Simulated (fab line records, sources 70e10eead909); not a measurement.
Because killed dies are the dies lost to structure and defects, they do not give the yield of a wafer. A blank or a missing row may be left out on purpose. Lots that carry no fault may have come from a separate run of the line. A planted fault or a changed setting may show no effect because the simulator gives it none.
Matching of chambers || flow nand-harc || pecvd-03 running NHARC_A_STAIRCASE_DEP_417: 3 sister chambers
The step deposits Si3N4, target thk 60 nm. 6 wafers are shown with their chamber, then 9 later ones without.

WAFERS, EACH WITH ITS CHAMBER
{"wafer": "L086.1", "chamber": 0, "heater-power-w (W)": 747}
{"wafer": "L087.3", "chamber": 0, "heater-power-w (W)": 692}
{"wafer": "L088.5", "chamber": 2, "heater-power-w (W)": 690}
{"wafer": "L089.2", "chamber": 1, "heater-power-w (W)": 725}
{"wafer": "L089.4", "chamber": 2, "heater-power-w (W)": 630}
{"wafer": "L089.5", "chamber": 1, "heater-power-w (W)": 710}

WAFERS MISSING THEIR CHAMBER
{"wafer": "L094.3", "heater-power-w (W)": 679}
{"wafer": "L094.5", "heater-power-w (W)": 721}
{"wafer": "L094.6", "heater-power-w (W)": 680}
{"wafer": "L097.1", "heater-power-w (W)": 732}
{"wafer": "L097.4", "heater-power-w (W)": 742}
{"wafer": "L097.6", "heater-power-w (W)": 738}
{"wafer": "L096.1", "heater-power-w (W)": 627}
{"wafer": "L096.2", "heater-power-w (W)": 694}
{"wafer": "L096.4", "heater-power-w (W)": 694}

WHICH CHAMBER EACH WENT THROUGH
{"wafer": "L094.3", "from the rows above": "can't be placed: 2 or 1 or 0", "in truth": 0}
{"wafer": "L094.5", "from the rows above": "can't be placed: 0 or 1 or 2", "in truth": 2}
{"wafer": "L094.6", "from the rows above": "can't be placed: 2 or 1 or 0", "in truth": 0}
{"wafer": "L097.1", "from the rows above": "can't be placed: 0 or 1 or 2", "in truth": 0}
{"wafer": "L097.4", "from the rows above": "can't be placed: 0 or 1 or 2", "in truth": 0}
{"wafer": "L097.6", "from the rows above": "can't be placed: 0 or 1 or 2", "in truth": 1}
{"wafer": "L096.1", "from the rows above": "can't be placed: 2 or 1 or 0", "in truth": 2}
{"wafer": "L096.2", "from the rows above": "can't be placed: 1 or 0 or 2", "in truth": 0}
{"wafer": "L096.4", "from the rows above": "can't be placed: 1 or 0 or 2", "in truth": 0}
0 of 9 placed correctly. Cannot be placed on the basis of these rows: 9; the candidates contain the true chamber in 9. Number placed wrongly: 0.
How it was worked out, from the rows above alone: a wafer's distance from a chamber is the root of the sum, over the readings, of the square of ((its reading less the chamber's mean) divided by the reading's scatter). If the next closest chamber is less than 2 further off than the closest, the wafer can't be placed; otherwise it belongs to the closest. Each chamber's mean is taken over the wafers shown for it. The scatter: take each reading less its chamber's mean, square it, sum over the shown wafers, divide by the number of wafers less the number of chambers, and take the root.
